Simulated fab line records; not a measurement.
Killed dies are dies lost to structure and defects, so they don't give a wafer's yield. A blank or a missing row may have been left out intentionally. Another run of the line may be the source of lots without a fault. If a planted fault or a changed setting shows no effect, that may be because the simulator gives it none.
fab line records    flow nand_harc
record lots=13  wafers=39  last_day=35
route steps=1302 shown A_M1@1180 END@1302
lots with no fault: from the same line, run without faults
start_h: hours from the record's first day to the start of the lot's first wafer shown    wait_h: hours from the lot's prior step to this one    " unchanged from the row above    L1.1+2: a single row standing in for several wafers    - no value present, or no start provided    * or withheld: withheld    < > ~ a bound
route shown NAME@n: a module of which the file shows steps, and the number in the route of the first    usual: mean/standard deviation taken from wafers without a fault    same: alike in all rows    chamber/n: place in a boat    sites: per-site readings    _std_site: their standard deviation    _edge_site: inner sites' mean taken away from outer sites' mean    radius_mm: for every site, how far away it sits from the centre of the wafer    mask NAME#n: copy n    behind: the most recent tool/chamber to have shaped the wafer    hold: why the lot went on hold/how many hours it stayed there/how the hold came to an end    device: transistor that didn't switch, given as n, p or np    end of line: the tests these same wafers got at the end of their route    a step given without rows: its recipe and nothing more    killed: the dies lost at the first sort to structure and to defects; this is not the yield of the wafer    map: shows each die of a wafer: x if killed, . if not, _ if none is there
set.NAME: the setting the step ran with; set.NAME@STEP: the setting that earlier step ran with    model.NAME: the simulator's own value behind a step, which no gauge read
route steps across a sampled set of lots; one table per step, one row per wafer
services: the hour from which a tool's chamber was out of use, counted from the record's first day as start_h (under 0 if before that day), plus the number of hours and why
## steps
# step NHARC_A_M1_OVL_MEAS_10
# recipe pitch_nm=240
# usual overlay_x_nm=0.0/0.85  overlay_y_nm=0.3/0.87
lot.wafer  tool        chamber  start_h  wait_h  overlay_x_nm  overlay_y_nm
L275.1     overlay-01  -        542.59   -       -1.2          0.2
L275.4     "           -        "        "       -1.5          -0.6
L275.5     "           -        "        "       -1.4          0.4
L276.1     overlay-01  -        556.75   -       -0.2          0.3
L276.3     "           -        "        "       -0.3          -0.2
L276.4     "           -        "        "       -0.6          -0.1
L281.2     overlay-01  -        601.55   -       -0.5          -0.6
L281.5     "           -        "        "       -0.7          -0.2
L281.6     "           -        "        "       0.1           -0.7
L284.1     overlay-02  -        621.53   -       -0.3          1.4
L284.3     "           -        "        "       -0.5          1.7
L284.5     "           -        "        "       -0.2          1.2
L286.3     overlay-01  -        630.28   -       0.7           0.3
L286.4     "           -        "        "       0.7           0.5
L286.5     "           -        "        "       0.2           0.1
L285.2     overlay-01  -        631.94   -       0.4           -0.2
L285.3     "           -        "        "       -0.2          -0.3
L285.6     "           -        "        "       -0.1          0.0
L290.1     overlay-02  -        686.85   -       -0.7          -0.9
L290.5     "           -        "        "       -0.6          -0.6
L290.6     "           -        "        "       -0.8          -1.0
L291.3     overlay-02  -        700.06   -       0.0           -1.2
L291.4     "           -        "        "       0.4           -1.4
L291.6     "           -        "        "       -0.5          -1.3
L292.1     overlay-01  -        709.39   -       0.5           0.4
L292.3     "           -        "        "       0.4           0.6
L292.6     "           -        "        "       -0.1          0.6
L293.3     overlay-02  -        717.40   -       0.8           0.2
L293.5     "           -        "        "       0.1           -0.2
L293.6     "           -        "        "       0.4           0.0
L296.1     overlay-02  -        740.45   -       0.3           -0.3
L296.2     "           -        "        "       0.5           -0.3
L296.3     "           -        "        "       0.6           0.3
L295.1     overlay-02  -        767.79   -       -1.5          -0.7
L295.2     "           -        "        "       -1.4          -0.2
L295.5     "           -        "        "       -1.5          -0.8
L297.2     overlay-02  -        780.94   -       0.2           0.7
L297.3     "           -        "        "       0.3           1.2
L297.5     "           -        "        "       0.3           0.7
# step NHARC_A_M1_PVD_21
# recipe target_thk_a=300  chamber_pressure_pa=5  power_w=5000  substrate_temp_c=30  time_s=20.49  material=Cu
# usual cathode_dc_power_W=5000.0/0.91  chamber_pressure_pa=4.999/0.01  throttle_valve_pct=30.2/1.2
lot.wafer  tool            chamber  start_h  wait_h  cathode_dc_power_W  chamber_pressure_pa  throttle_valve_pct
L275.4     pvd_sputter-02  -        543.94   -       5001.3              4.998                29.7
L275.1     "               -        "        "       4999.3              5.005                31.8
L275.5     "               -        "        "       5000.5              4.993                28.2
L276.4     pvd_sputter-02  -        558.10   -       5000.2              5.007                32.0
L276.1     "               -        "        "       4999.7              4.999                28.3
L276.3     "               -        "        "       4999.7              5.009                29.7
L281.2     pvd_sputter-03  -        602.92   -       4997.6              4.991                29.0
L281.5     "               -        "        "       5000.7              4.993                29.7
L281.6     "               -        "        "       4999.9              5.001                28.8
L284.3     pvd_sputter-02  -        622.88   -       -                   -                    -
L284.1     "               -        "        "       -                   -                    -
L284.5     "               -        "        "       -                   -                    -
L286.3     pvd_sputter-01  -        631.70   -       -                   -                    -
L286.4     "               -        "        "       -                   -                    -
L286.5     "               -        "        "       -                   -                    -
L285.3     pvd_sputter-01  -        633.28   -       5000.8              4.987                30.2
L285.2     "               -        "        "       5000.1              4.988                30.0
L285.6     "               -        "        "       5001.1              4.987                29.7
L290.1     pvd_sputter-01  -        688.24   -       4998.6              4.993                29.6
L290.6     "               -        "        "       4999.5              4.983                28.7
L290.5     "               -        "        "       5001.5              4.995                30.1
L291.3     pvd_sputter-02  -        701.46   -       4999.6              4.989                28.9
L291.4     "               -        "        "       5000.9              4.994                31.8
L291.6     "               -        "        "       5000.6              4.992                29.7
L292.1     pvd_sputter-02  -        710.75   -       5001.0              5.012                28.8
L292.3     "               -        "        "       4999.4              4.982                29.7
L292.6     "               -        "        "       5000.5              4.985                31.5
L293.3     pvd_sputter-02  -        718.75   -       5002.0              5.009                31.7
L293.6     "               -        "        "       5001.3              5.006                31.9
L293.5     "               -        "        "       4998.3              4.993                32.0
L296.2     pvd_sputter-01  -        741.80   -       5001.0              4.997                30.1
L296.1     "               -        "        "       5000.2              4.995                30.4
L296.3     "               -        "        "       5001.3              5.008                29.6
L295.2     pvd_sputter-03  -        769.14   -       5001.2              4.988                30.6
L295.1     "               -        "        "       4999.7              5.002                32.0
L295.5     "               -        "        "       5000.6              5.012                32.1
L297.3     pvd_sputter-02  -        782.29   -       4999.7              4.998                28.8
L297.2     "               -        "        "       5000.8              4.995                29.8
L297.5     "               -        "        "       4999.1              4.986                31.9
# step NHARC_A_M1_PRE_CLEAN_32
# recipe time_s=12  temp_c=370  rf_power_w=300  gas=NH3
# usual heater_power_w=689/95
lot.wafer  tool      chamber  start_h  wait_h  heater_power_w
L275.1     pecvd-04  0        545.37   0.1     754
L275.5     "         1        "        "       693
L275.4     "         2        "        "       751
L276.1     pecvd-01  1        559.53   0.1     617
L276.3     "         2        "        "       596
L276.4     "         0        "        "       819
L281.2     pecvd-02  1        604.32   0.1     681
L281.6     "         1        "        "       661
L281.5     "         2        "        "       646
L284.3     pecvd-04  1        624.60   0.1     703
L284.1     "         0        "        "       758
L284.5     "         2        "        "       774
L286.4     pecvd-01  0        633.12   0.1     807
L286.3     "         2        "        "       582
L286.5     "         2        "        "       573
L285.2     pecvd-01  0        634.70   0.1     839
L285.3     "         2        "        "       496
L285.6     "         0        "        "       820
L290.1     pecvd-01  1        689.60   0.1     587
L290.6     "         1        "        "       579
L290.5     "         2        "        "       603
L291.3     pecvd-01  0        702.86   0.1     809
L291.6     "         0        "        "       813
L291.4     "         2        "        "       590
L292.1     pecvd-01  1        712.12   0.1     694
L292.3     "         0        "        "       795
L292.6     "         0        "        "       805
L293.3     pecvd-01  2        720.16   0.1     534
L293.6     "         1        "        "       563
L293.5     "         2        "        "       567
L296.1     pecvd-04  0        743.20   0.1     685
L296.2     "         1        "        "       676
L296.3     "         2        "        "       753
L295.2     pecvd-04  1        770.57   0.1     643
L295.1     "         0        "        "       790
L295.5     "         2        "        "       690
L297.2     pecvd-01  1        783.67   0.1     601
L297.3     "         2        "        "       553
L297.5     "         2        "        "       547
# step NHARC_END_SORT_01
# recipe temp_c=25
# usual defect_limited_yield=92.9/2.4  killed_at_array=44/16  killed_at_other=0.6/1.1  killed_at_periphery=3.9/2.6  killed_dies=48/16  killed_open=3.1/1.9  killed_short=2.4/1.8  sort_bin_2_pct=2.6/1  sort_bin_3_pct=0.6/0.39  sort_bin_4_pct=4.0/1.4  sort_n_pass=629/16  sort_rim_yield_pct=89/4.3  sort_yield_pct=92.9/2.4
# same gross_dies=677  sort_bin_5_pct[%]=0  sort_bin_6_pct[%]=0  sort_bin_7_pct[%]=0  sort_bin_8_pct[%]=0  sort_rim_n_gross=106.00
lot.wafer  tool       chamber  start_h  wait_h  defect_limited_yield[%]  killed_at_array  killed_at_other  killed_at_periphery  killed_dies  killed_open  killed_short  sort_bin_2_pct[%]  sort_bin_3_pct[%]  sort_bin_4_pct[%]  sort_n_pass  sort_rim_yield_pct[%]  sort_yield_pct[%]
L276.1     prober-01  0        593.75   2.5     88.2                     77               0                3                    80           4            3             4.6                1.8                5.5                597          90                     88.2
L276.3     prober-01  0        595.38   3.1     91.3                     49               1                9                    59           7            2             3.2                0.7                4.7                618          78                     91.3
L276.4     prober-01  0        596.20   3.4     87.9                     78               0                4                    82           1            5             4.9                0.7                6.5                595          93                     87.9
L281.2     prober-01  0        639.54   2.8     92.9                     44               0                4                    48           0            2             2.2                1.0                3.8                629          86                     92.9
L281.5     prober-01  0        641.97   3.7     92.8                     45               2                2                    49           2            4             2.5                0.1                4.6                628          89                     92.8
L281.6     prober-01  0        642.78   4.0     95.4                     29               0                2                    31           1            2             1.6                0.4                2.5                646          88                     95.4
L284.1     prober-01  0        656.42   2.5     0                        671              1                5                    677          4            7             95.4               0                  4.6                0            0                      0
L284.3     prober-01  0        658.02   3.1     0                        673              0                4                    677          2            8             96.6               0.6                2.8                0            0                      0
L284.5     prober-01  0        659.63   3.7     0                        668              1                8                    677          6            1             95.6               0.7                3.7                0            0                      0
L286.3     prober-01  0        669.47   3.1     0                        676              1                0                    677          1            1             98.4               0                  1.6                0            0                      0
L286.4     prober-01  0        670.27   3.4     0                        672              3                2                    677          8            7             96.0               0.3                3.7                0            0                      0
L286.5     prober-01  0        671.06   3.7     0                        676              0                1                    677          6            2             97.3               0.1                2.5                0            0                      0
L290.1     prober-01  0        721.70   2.5     88.9                     66               1                8                    75           0            2             4.1                1.3                5.6                602          91                     88.9
L290.5     prober-01  0        724.97   3.8     88.2                     70               0                10                   80           2            4             3.5                1.3                6.9                597          88                     88.2
L290.6     prober-01  0        725.78   4.1     89.2                     69               0                4                    73           5            2             2.4                1.5                6.9                604          79                     89.2
L291.3     prober-02  0        736.39   3.1     93.2                     42               0                4                    46           4            3             2.1                0.7                4.0                631          91                     93.2
L291.4     prober-02  0        737.19   3.4     93.9                     40               0                1                    41           0            2             1.8                0.4                3.8                636          91                     93.9
L291.6     prober-02  0        738.79   4.0     95.4                     29               0                2                    31           2            4             1.9                0.6                2.1                646          92                     95.4
L292.1     prober-01  0        743.75   2.5     91.7                     42               4                10                   56           2            1             2.5                0.3                5.5                621          90                     91.7
L292.3     prober-01  0        745.35   3.1     92.3                     39               2                11                   52           5            3             3.1                0.6                4.0                625          88                     92.3
L292.6     prober-01  0        747.74   4.0     91.4                     38               6                14                   58           4            1             2.4                0.3                5.9                619          87                     91.4
L293.3     prober-01  0        760.94   3.1     93.1                     40               3                4                    47           4            0             2.2                0.3                4.4                630          87                     93.1
L293.5     prober-01  0        762.54   3.7     93.6                     40               0                3                    43           4            4             1.9                0.6                3.8                634          90                     93.6
L293.6     prober-01  0        763.33   4.0     93.5                     41               0                3                    44           0            2             1.6                0.9                4.0                633          89                     93.5
L296.1     prober-02  0        780.09   2.5     93.6                     35               0                8                    43           4            4             1.8                0.3                4.3                634          87                     93.6
L296.2     prober-02  0        780.90   2.8     92.9                     45               0                3                    48           0            1             3.0                0.3                3.8                629          91                     92.9
L296.3     prober-02  0        781.70   3.1     92.9                     42               0                6                    48           0            2             2.2                0.4                4.4                629          92                     92.9
L295.1     prober-01  0        805.07   2.5     94.1                     36               0                4                    40           0            1             2.5                0.9                2.5                637          83                     94.1
L295.2     prober-01  0        805.86   2.8     95.1                     31               0                2                    33           4            5             1.6                0.6                2.7                644          91                     95.1
L295.5     prober-01  0        808.24   3.7     93.5                     42               1                1                    44           5            4             2.5                0.3                3.7                633          84                     93.5
# killed by level:class
L276.1 A_CHANNEL_HOLE_D1:chamber_film_flake=26 A_CHANNEL_HOLE_D2:chamber_film_flake=25 A_SLIT:chamber_film_flake=14 A_CONTACT:chamber_film_flake=4 A_BLC:geometric_particle:open=2 P_M0:geometric_particle:short=1 A_ONON_D1:geometric_particle:short=1 A_CHANNEL_FILL_D2:geometric_particle:open=1
L276.3 A_SLIT:chamber_film_flake=15 A_CHANNEL_HOLE_D2:chamber_film_flake=14 A_CHANNEL_HOLE_D1:chamber_film_flake=9 P_GATE:chamber_film_flake=6 A_CONTACT:geometric_particle:open=2 A_CONTACT:chamber_film_flake=2 P_GATE:geometric_particle:open=1 A_CHANNEL_HOLE_D1:geometric_particle:open=1
L276.4 A_CHANNEL_HOLE_D2:chamber_film_flake=28 A_CHANNEL_HOLE_D1:chamber_film_flake=20 A_SLIT:chamber_film_flake=18 A_CONTACT:chamber_film_flake=4 A_CHANNEL_FILL_D2:geometric_particle:short=2 A_SOURCE_PLATE:geometric_particle:open=1 A_SOURCE_PLATE:geometric_particle:short=1 A_CHANNEL_FILL_D1:geometric_particle:short=1
L281.2 A_SLIT:chamber_film_flake=15 A_CHANNEL_HOLE_D2:chamber_film_flake=9 A_SGD_CUT:chamber_film_flake=4 A_CONTACT:chamber_film_flake=4 A_CHANNEL_HOLE_D1:chamber_film_flake=3 A_STAIRCASE:chamber_film_flake=3 A_CHANNEL_FILL_D1:geometric_particle:short=2 P_GATE:chamber_film_flake=2
L281.5 A_SLIT:chamber_film_flake=15 A_CHANNEL_HOLE_D2:chamber_film_flake=8 A_STAIRCASE:chamber_film_flake=4 A_CONTACT:chamber_film_flake=4 A_ONON_D1:geometric_particle:short=2 A_CHANNEL_HOLE_D1:chamber_film_flake=2 A_SGD_CUT:chamber_film_flake=2 A_WL_FILL:chamber_film_flake=2
L281.6 A_SLIT:chamber_film_flake=14 A_STAIRCASE:chamber_film_flake=5 A_WL_FILL:chamber_film_flake=3 A_CHANNEL_HOLE_D1:chamber_film_flake=2 A_CHANNEL_HOLE_D2:chamber_film_flake=2 P_GATE:geometric_particle:open=1 A_SGD_CUT:geometric_particle:short=1 A_WL_FILL:geometric_particle:short=1
L284.1 A_M1:area_pvd=623 A_SLIT:chamber_film_flake=18 A_CHANNEL_HOLE_D2:chamber_film_flake=12 A_STAIRCASE:chamber_film_flake=5 A_M0:geometric_particle:short=2 A_ONON_D2:geometric_particle:open=2 P_M0:chamber_film_flake=2 A_CHANNEL_HOLE_D1:chamber_film_flake=2
L284.3 A_M1:area_pvd=636 A_SLIT:chamber_film_flake=12 A_CHANNEL_HOLE_D2:chamber_film_flake=5 A_STAIRCASE:chamber_film_flake=3 A_DECK1_JOINT:geometric_particle:short=2 A_WL_FILL:geometric_particle:short=2 P_M2:chamber_film_flake=2 A_CONTACT:chamber_film_flake=2
L284.5 A_M1:area_pvd=631 A_SLIT:chamber_film_flake=16 A_CHANNEL_HOLE_D2:chamber_film_flake=6 A_CHANNEL_HOLE_D1:chamber_film_flake=5 P_M2:chamber_film_flake=4 A_CONTACT:chamber_film_flake=3 P_M0:geometric_particle:open=1 A_ONON_D1:geometric_particle:open=1
L286.3 A_M1:area_pvd=658 A_CHANNEL_HOLE_D1:chamber_film_flake=5 A_STAIRCASE:chamber_film_flake=4 A_SLIT:chamber_film_flake=2 A_WL_FILL:chamber_film_flake=2 A_CHANNEL_FILL_D2:geometric_particle:short=1 STARTING-WAFER:geometric_particle:open=1 A_ZERO_WELL:chamber_film_flake=1
L286.4 A_M1:area_pvd=642 A_CHANNEL_HOLE_D1:chamber_film_flake=6 A_CHANNEL_FILL_D1:chamber_film_flake=3 A_CHANNEL_FILL_D1:geometric_particle:short=2 A_ONON_D2:geometric_particle:short=2 A_CHANNEL_HOLE_D2:chamber_film_flake=2 A_STAIRCASE:chamber_film_flake=2 A_SLIT:chamber_film_flake=2
L286.5 A_M1:area_pvd=652 A_CHANNEL_HOLE_D1:chamber_film_flake=6 A_CONTACT:chamber_film_flake=6 A_SLIT:chamber_film_flake=3 A_STAIRCASE:chamber_film_flake=2 P_M1:geometric_particle:short=1 A_SOURCE_PLATE:geometric_particle:open=1 A_ONON_D1:geometric_particle:open=1
L290.1 A_CHANNEL_HOLE_D1:chamber_film_flake=29 A_STAIRCASE:chamber_film_flake=14 A_SLIT:chamber_film_flake=12 A_CHANNEL_HOLE_D2:chamber_film_flake=9 P_M1:chamber_film_flake=4 P_STI:chamber_film_flake=2 P_CONTACT:chamber_film_flake=2 A_CHANNEL_FILL_D2:geometric_particle:short=1
L290.5 A_CHANNEL_HOLE_D1:chamber_film_flake=31 A_SLIT:chamber_film_flake=13 A_CHANNEL_HOLE_D2:chamber_film_flake=10 A_STAIRCASE:chamber_film_flake=7 P_M1:chamber_film_flake=4 A_CONTACT:chamber_film_flake=3 P_STI:chamber_film_flake=2 P_CONTACT:chamber_film_flake=2
L290.6 A_CHANNEL_HOLE_D1:chamber_film_flake=19 A_SLIT:chamber_film_flake=13 A_CHANNEL_HOLE_D2:chamber_film_flake=11 A_STAIRCASE:chamber_film_flake=10 A_CONTACT:chamber_film_flake=4 P_M1:chamber_film_flake=3 A_M0:chamber_film_flake=3 A_CHANNEL_FILL_D2:chamber_film_flake=2
L291.3 A_SLIT:chamber_film_flake=16 A_CONTACT:chamber_film_flake=9 A_STAIRCASE:chamber_film_flake=7 A_CHANNEL_HOLE_D1:chamber_film_flake=4 P_STI:chamber_film_flake=2 P_STI:geometric_particle:short=1 P_M0:geometric_particle:open=1 A_CHANNEL_FILL_D1:geometric_particle:open=1
L291.4 A_SLIT:chamber_film_flake=17 A_STAIRCASE:chamber_film_flake=6 A_CONTACT:chamber_film_flake=6 A_CHANNEL_HOLE_D1:chamber_film_flake=4 A_DECK1_JOINT:chamber_film_flake=2 A_WL_FILL:chamber_film_flake=2 A_CHANNEL_HOLE_D2:geometric_particle:short=1 A_M0:geometric_particle:short=1
L291.6 A_SLIT:chamber_film_flake=15 A_CHANNEL_HOLE_D1:chamber_film_flake=3 A_STAIRCASE:chamber_film_flake=3 A_CONTACT:chamber_film_flake=3 A_ONON_D2:geometric_particle:short=2 P_STI:geometric_particle:short=1 P_CONTACT:geometric_particle:short=1 A_SGD_CUT:geometric_particle:open=1
L292.1 A_CHANNEL_HOLE_D2:chamber_film_flake=14 P_CONTACT:chamber_film_flake=9 A_CONTACT:chamber_film_flake=6 A_CHANNEL_HOLE_D1:chamber_film_flake=5 A_SLIT:chamber_film_flake=5 A_STAIRCASE:chamber_film_flake=4 THIN_TSV:chamber_film_flake=4 A_ZERO_WELL:chamber_film_flake=2
L292.3 A_CHANNEL_HOLE_D2:chamber_film_flake=14 P_CONTACT:chamber_film_flake=6 A_SLIT:chamber_film_flake=5 A_CONTACT:chamber_film_flake=3 A_CHANNEL_HOLE_D1:chamber_film_flake=3 P_ZERO_WELL:chamber_film_flake=2 A_ZERO_WELL:chamber_film_flake=2 A_DECK1_JOINT:chamber_film_flake=2
L292.6 A_CHANNEL_HOLE_D2:chamber_film_flake=15 P_CONTACT:chamber_film_flake=11 THIN_TSV:chamber_film_flake=6 A_CHANNEL_HOLE_D1:chamber_film_flake=5 A_DECK1_JOINT:chamber_film_flake=5 A_STAIRCASE:chamber_film_flake=5 A_CONTACT:chamber_film_flake=3 A_SLIT:chamber_film_flake=2
L293.3 A_CHANNEL_HOLE_D2:chamber_film_flake=15 A_CHANNEL_HOLE_D1:chamber_film_flake=10 A_CONTACT:chamber_film_flake=7 THIN_TSV:chamber_film_flake=3 A_WL_FILL:chamber_film_flake=2 P_STI:geometric_particle:open=1 P_CONTACT:geometric_particle:open=1 A_CHANNEL_FILL_D1:geometric_particle:open=1
L293.5 A_CHANNEL_HOLE_D1:chamber_film_flake=11 A_CHANNEL_HOLE_D2:chamber_film_flake=11 A_SLIT:chamber_film_flake=4 A_CONTACT:chamber_film_flake=4 A_SGD_CUT:geometric_particle:open=2 A_M0:geometric_particle:short=2 P_GATE:chamber_film_flake=2 P_CONTACT:geometric_particle:open=1
L293.6 A_CHANNEL_HOLE_D2:chamber_film_flake=15 A_CONTACT:chamber_film_flake=8 A_CHANNEL_HOLE_D1:chamber_film_flake=7 A_SLIT:chamber_film_flake=5 A_WL_FILL:chamber_film_flake=2 A_DECK1_JOINT:geometric_particle:short=1 A_ONON_D2:geometric_particle:short=1 P_ZERO_WELL:chamber_film_flake=1
L296.1 A_CHANNEL_HOLE_D2:chamber_film_flake=13 A_STAIRCASE:chamber_film_flake=5 A_CONTACT:chamber_film_flake=5 A_SLIT:chamber_film_flake=4 P_GATE:chamber_film_flake=2 P_BONDPAD:chamber_film_flake=2 P_ZERO_WELL:geometric_particle:short=1 P_M0:geometric_particle:short=1
L296.2 A_CHANNEL_HOLE_D2:chamber_film_flake=18 A_SLIT:chamber_film_flake=12 A_CONTACT:chamber_film_flake=10 P_BONDPAD:chamber_film_flake=2 A_ZERO_WELL:chamber_film_flake=2 A_STAIRCASE:chamber_film_flake=2 A_SGD_CUT:geometric_particle:short=1 P_GATE:chamber_film_flake=1
L296.3 A_CHANNEL_HOLE_D2:chamber_film_flake=15 A_CONTACT:chamber_film_flake=10 A_SLIT:chamber_film_flake=8 P_GATE:chamber_film_flake=3 A_CHANNEL_HOLE_D1:chamber_film_flake=3 A_STAIRCASE:chamber_film_flake=3 P_CONTACT:chamber_film_flake=2 A_CHANNEL_FILL_D2:geometric_particle:short=1
L295.1 A_CHANNEL_HOLE_D1:chamber_film_flake=16 A_SLIT:chamber_film_flake=16 P_M2:chamber_film_flake=4 A_CONTACT:chamber_film_flake=3 A_ONON_D1:geometric_particle:short=1
L295.2 A_SLIT:chamber_film_flake=13 A_CHANNEL_HOLE_D1:chamber_film_flake=4 A_CONTACT:chamber_film_flake=3 A_STAIRCASE:chamber_film_flake=2 P_STI:geometric_particle:short=1 A_ONON_D1:geometric_particle:open=1 A_CHANNEL_FILL_D1:geometric_particle:short=1 A_CHANNEL_FILL_D2:geometric_particle:open=1
L295.5 A_SLIT:chamber_film_flake=19 A_CHANNEL_HOLE_D1:chamber_film_flake=11 A_CONTACT:chamber_film_flake=3 A_STAIRCASE:chamber_film_flake=2 P_M2:geometric_particle:short=1 A_ONON_D2:geometric_particle:short=1 A_ONON_D2:geometric_particle:open=1 A_CHANNEL_HOLE_D2:geometric_particle:open=1
## services
tool            chamber  start_h  hours  kind
pecvd-01        -        522.38   0.6    repair
pvd_sputter-03  -        526.06   10.0   pm
pvd_sputter-02  -        544.66   4.3    repair
pvd_sputter-01  -        582.04   10.0   pm
pecvd-02        -        589.14   13.0   pm
pecvd-01        1        620.90   18.4   repair
pecvd-04        -        631.68   13.0   pm
pvd_sputter-02  -        638.06   10.0   pm
pvd_sputter-01  -        638.48   5.0    repair
pecvd-04        -        669.56   1.6    repair
pvd_sputter-01  -        672.18   4.0    repair
pecvd-01        -        673.25   13.0   pm
pecvd-01        0        673.25   13.0   vent_cycle
pecvd-01        1        673.25   13.0   vent_cycle
pecvd-01        2        673.25   13.0   vent_cycle
pvd_sputter-03  -        675.07   9.9    repair
pecvd-01        0        686.25   -      clean
pvd_sputter-03  -        704.06   10.0   pm
pvd_sputter-02  -        713.26   3.9    repair
pecvd-02        1        716.19   2.3    repair
pecvd-04        -        726.26   3.6    repair
pvd_sputter-01  -        760.04   10.0   pm
pecvd-02        -        770.14   13.0   pm
pecvd-04        -        781.51   2.8    repair
## key
first_sign step=NHARC_A_M1_PVD_21  reading=tool_record  direction=missing
effect step=NHARC_END_SORT_01  reading=sort_bin_2_pct  direction=up  sigmas=90  usual=2.6  struck=96.6
more_kills_born_at NHARC_A_M1_PVD_21@pvd_sputter-01=1952  NHARC_A_M1_PVD_21@pvd_sputter-02=1890
met_at NHARC_A_M1_PVD_21
struck_lots L284,L286
later_rows_left_out L284.1,L284.3,L284.5,L286.3,L286.4,L286.5
not_acting_at NHARC_A_M1_OVL_MEAS_10,NHARC_A_M1_PRE_CLEAN_32
onset_between 558.10 622.88
fault kind=skipped_step_whole  tool=pvd_sputter-01,pvd_sputter-02  chamber=-  onset_h=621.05  steps=NHARC_A_M1_PVD_21  scope=struck_lots_only
# later_rows_left_out: the simulator's readings of these wafers behind a module that went badly wrong aren't trusted and aren't shown, but for the sort
